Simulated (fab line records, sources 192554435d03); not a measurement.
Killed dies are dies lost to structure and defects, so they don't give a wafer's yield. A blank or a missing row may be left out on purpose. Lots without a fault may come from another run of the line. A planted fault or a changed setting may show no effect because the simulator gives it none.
Chamber matching | flow n5_finfet | N5_BEOL_M2_ETCH_69 on rie_diel-02: 4 sister chambers
The step etches SiARC in CF4, target depth 15.6 nm, time 26 s. 20 wafers are shown with their chamber, then 10 later ones without.

WAFERS WITH THEIR CHAMBER
wafer  | chamber | drypump_motor_current_A (A) | showerhead_plenum_p_Torr (Torr) | throttle_valve_pct (%)
L074.3 | 3       | 5.9                         | 2.24                            | 15.26
L074.4 | 3       | 5.9                         | 2.24                            | 15.28
L074.6 | 1       | 6.2                         | 2.07                            | 15.67
L076.3 | 2       | 5.7                         | 2.10                            | 15.67
L076.5 | 0       | 5.2                         | 2.14                            | 15.75
L076.6 | 1       | 6.1                         | 2.07                            | 15.70
L077.1 | 3       | 5.9                         | 2.24                            | 15.30
L077.2 | 0       | 5.2                         | 2.14                            | 15.75
L077.6 | 3       | 5.9                         | 2.24                            | 15.28
L079.2 | 0       | 5.2                         | 2.13                            | 15.77
L079.3 | 1       | 6.1                         | 2.06                            | 15.73
L079.6 | 3       | 5.9                         | 2.23                            | 15.33
L082.4 | 1       | 6.1                         | 2.06                            | 15.72
L082.5 | 0       | 5.2                         | 2.13                            | 15.78
L082.6 | 1       | 6.1                         | 2.06                            | 15.71
L083.3 | 0       | 5.2                         | 2.13                            | 15.77
L083.4 | 1       | 6.1                         | 2.06                            | 15.73
L083.6 | 2       | 5.7                         | 2.10                            | 15.69
L087.1 | 3       | 5.9                         | 2.23                            | 15.35
L087.4 | 2       | 5.7                         | 2.09                            | 15.71

SIGNATURES (means of the wafers above)
reading                  | chamber 0 | chamber 1 | chamber 2 | chamber 3 | scatter within a chamber
drypump_motor_current_A  | 5.200     | 6.117     | 5.700     | 5.900     | 0.0228
showerhead_plenum_p_Torr | 2.1340    | 2.0633    | 2.0967    | 2.2367    | 0.00532
throttle_valve_pct       | 15.7640   | 15.7100   | 15.6900   | 15.3000   | 0.0249
Rule: a wafer's distance from a chamber is the root of the sum, over the readings, of the square of ((its reading less the chamber's mean) divided by the reading's scatter). The wafer belongs to the nearest chamber; if the next one is less than 2 further off, it can't be placed. The scatter: the root of (the sum of the squares of (reading less its chamber's mean) over the shown wafers, divided by (wafers less chambers)).

WAFERS WITHOUT THEIR CHAMBER
wafer  | drypump_motor_current_A (A) | showerhead_plenum_p_Torr (Torr) | throttle_valve_pct (%)
L087.5 | 5.9                         | 2.23                            | 15.33
L089.3 | 5.9                         | 2.23                            | 15.34
L089.4 | 6.1                         | 2.06                            | 15.75
L089.6 | 5.2                         | 2.13                            | 15.81
L090.2 | 5.9                         | 2.23                            | 15.35
L090.4 | 5.2                         | 2.13                            | 15.80
L090.6 | 5.2                         | 2.13                            | 15.81
L095.2 | 6.1                         | 2.05                            | 15.77
L095.3 | 5.9                         | 2.22                            | 15.39
L095.5 | 6.1                         | 2.05                            | 15.78

WHICH CHAMBER EACH WENT THROUGH
wafer  | from the rows above | in truth
L087.5 | 3                   | 3
L089.3 | 3                   | 3
L089.4 | 1                   | 1
L089.6 | 0                   | 0
L090.2 | 3                   | 3
L090.4 | 0                   | 0
L090.6 | 0                   | 0
L095.2 | 1                   | 1
L095.3 | 3                   | 3
L095.5 | 1                   | 1
Placed correctly: 10 of 10. Can't be placed from these rows: 0. Placed wrongly: 0.
